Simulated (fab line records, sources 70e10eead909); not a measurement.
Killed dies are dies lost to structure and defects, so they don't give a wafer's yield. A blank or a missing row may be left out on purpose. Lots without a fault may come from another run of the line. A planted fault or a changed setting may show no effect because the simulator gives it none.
Which tool did it? | flow nand_harc | 12 lots, 36 wafers sampled, at 1 step of a route of 1159

WHAT THE GAUGES READ, wafer by wafer
NHARC_P_BONDPAD_OVL_MEAS_38.
lot  | measured     | on         | overlay_x_nm (nm)
L074 | day 6 18:16  | overlay-01 | 1 0 0
L076 | day 7 02:16  | overlay-02 | -11 -11 -10
L079 | day 7 08:32  | overlay-02 | -15 -15 -15
L081 | day 8 07:01  | overlay-02 | -6 -6 -6
L083 | day 8 15:48  | overlay-01 | -11 -11 -11
L086 | day 9 11:36  | overlay-02 | -3 -3 -3
L089 | day 9 14:40  | overlay-02 | 8 7 7
L088 | day 10 00:11 | overlay-02 | -9 -9 -9
L091 | day 10 15:24 | overlay-02 | 5 4 4
L093 | day 11 02:07 | overlay-02 | -11 -11 -11
L095 | day 11 14:37 | overlay-02 | -2 -2 -2
L097 | day 12 02:37 | overlay-01 | -4 -4 -4

WHICH TOOL RAN EACH LOT (tool, then ch and the chambers of the sampled wafers, then the start)
The record holds no process step before these readings.

THE ANSWER, worked out from the rows above alone
Rule: what is usual is taken from the lots themselves. Put in order of their means at a reading, lots are off if they are a third of the lots or fewer, leave a main group of 4 or more, and stand apart from it by a gap of 3 or more times the standard deviation of the main group's means; of several such gaps the widest counts. A main group whose means are all the same, to the digits that the tables above print for the reading, isn't used. A lot without any number at a reading at which 4 lots or more have one is off too. The other lots that the step has rows for count as sound.
No lot is off at any reading shown: from this, nothing can be told.

WHAT THE SIMULATOR HAD PUT IN
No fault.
